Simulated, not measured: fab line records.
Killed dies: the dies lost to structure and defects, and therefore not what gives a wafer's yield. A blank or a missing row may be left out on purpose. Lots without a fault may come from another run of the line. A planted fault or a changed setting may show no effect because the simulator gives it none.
Comparing a struck lot with a sound one ; flow n5Finfet ; 35 out of 1938 route steps
Sound: these wafers, L883.3, L883.4, L883.6. Wafers struck: L885.1, L885.2, L885.6. The cause is given at the end.
Per side, at each step with rows, come the tool, then ch with its chambers, and then its first start. Under that, the readings that differ: sound wafers ; struck wafers ; difference of the means ; sigmas: that difference in standard deviations of wafers without a fault.
alike: a reading whose means differ by less than 2 such deviations, as well as words and numbers matching on both sides. not compared: withheld readings; readings where some wafer has no value; bounds like >300 that might hide an equal value; numbers whose values overlap and for which the record gives no deviation.
A row with sigmas, a row that says differs or no value, or rows on one side alone: a step with any of these is where the two part. Numbers that don't overlap but have no deviation are shown without sigmas and don't part them. Lack of a reading on every wafer of one side parts them only where that side has two or more wafers.

first, 9 steps without rows for these wafers: N5_STI_FIN_REVEAL_PRECLEAN_18 (cleans in SC2, time 45 s); N5_STI_FIN_REVEAL_SRD_28 (time 30 s); N5_DUMMY_GATE_PRECLEAN_00 (cleans in O3/DIW, time 60 s); N5_DUMMY_GATE_SRD_01 (time 30 s); N5_DUMMY_GATE_ALD_02 (deposits SiO2, target thk 2 nm, pulse time 1 s); N5_DUMMY_GATE_CVD_03 (deposits a-Si from SiH4, target thk 150 nm, time 8042 s); N5_DUMMY_GATE_PRECLEAN_46 (cleans in DIW, time 89.5 s); N5_DUMMY_GATE_SRD_47 (dry time 32 s); N5_DUMMY_GATE_CMP_04 (polishes a-Si).
N5_DUMMY_GATE_HM_DEP_06: deposits SiNx from DCS/NH3, target thk 80 nm, time 5141 s.
  sound on lpcvd-02 ch 0/50,0/54,0/64, day 3 15:11; struck on lpcvd-02 ch 0/15,0/20,0/39, day 4 06:01
reading;sound;struck;difference;sigmas
model.SiNx_of_DUMMY_GATE_HM_DEP_06.thkNm (nm);79.4 80 80;73.4 74 73.4;-6.2;
then, 24 steps without rows for these wafers: N5_DUMMY_GATE_PECVD_30 (deposits SiO2 from TEOS/O2, target thk 55 nm, time 10.8 s); N5_DUMMY_GATE_COAT_34 (time 60 s, resist thk 60 nm); N5_DUMMY_GATE_COAT_35 (time 60 s, resist thk 10 nm); N5_DUMMY_GATE_COAT_28 (time 60 s, resist thk 10 nm); N5_DUMMY_GATE_COAT_09 (resist thk 30 nm); N5_DUMMY_GATE_EBR_11; N5_DUMMY_GATE_SOFTBAKE_10 (time 60 s); N5_DUMMY_GATE_EXPOSE_12 (exposes mask GATE, target cd 25 nm); N5_DUMMY_GATE_PEB_13 (peb time 60 s); N5_DUMMY_GATE_DEVELOP_14 (develop time 30 s); N5_DUMMY_GATE_DESCUM_20 (chemistry O2, time 6.2 s); N5_DUMMY_GATE_ETCH_29 (etches underlayer in N2/H2, target depth 13 nm); N5_DUMMY_GATE_ETCH_36 (etches SiARC in CF4, target depth 13 nm); N5_DUMMY_GATE_ETCH_37 (etches SOC in N2/H2, target depth 60 nm, overetch 30 nm); N5_DUMMY_GATE_STRIP_38 (strips in N2/H2); N5_DUMMY_GATE_STRIP_39 (strips in N2/H2); N5_DUMMY_GATE_TRIM_49 (chemistry O2, time 29 s, target cd 14 nm); N5_DUMMY_GATE_STRIP_40 (strips in CF4); N5_DUMMY_GATE_ETCH_31 (etches SiO2 in C4F6/O2, target depth 82.5 nm, time 27.5 s); N5_DUMMY_GATE_STRIP_41 (strips in O2); N5_DUMMY_GATE_HM_OPEN_21 (chemistry CH3F/O2, target SiNx, target depth 120 nm, time 171.4 s); N5_DUMMY_GATE_ETCH_32 (etches SiO2 in CF4, target depth 3.5 nm, time 3.9 s); N5_DUMMY_GATE_ETCH_23 (etches poly-Si in HBr/Cl2/O2, target depth 41 nm, time 22.3 s); N5_DUMMY_GATE_ETCH_44 (etches poly-Si in HBr/O2, stops on SiO2, target depth 127.5 nm).
N5_ILD0_CMP_03: polishes, stops on SiNx, t overpolish 1.9 s, target thk 197.38 nm.
  sound on cmp-02 ch 2,3, day 4 09:21; struck on cmp-02 ch 0,3, day 5 04:14
reading;sound;struck;difference;sigmas
model.SiNx_of_DUMMY_GATE_HM_DEP_06.thkNm (nm);76.4 76.8 77;70.4 70.8 70.4;-6.2;
  alike: edgeZonePressureFrac, motorCurrentA, overpolishRunS, platenRpm, timeToEndpointS

== WHERE THEY PART ==
Nowhere in this record.

WHY: what had been put in by the simulator
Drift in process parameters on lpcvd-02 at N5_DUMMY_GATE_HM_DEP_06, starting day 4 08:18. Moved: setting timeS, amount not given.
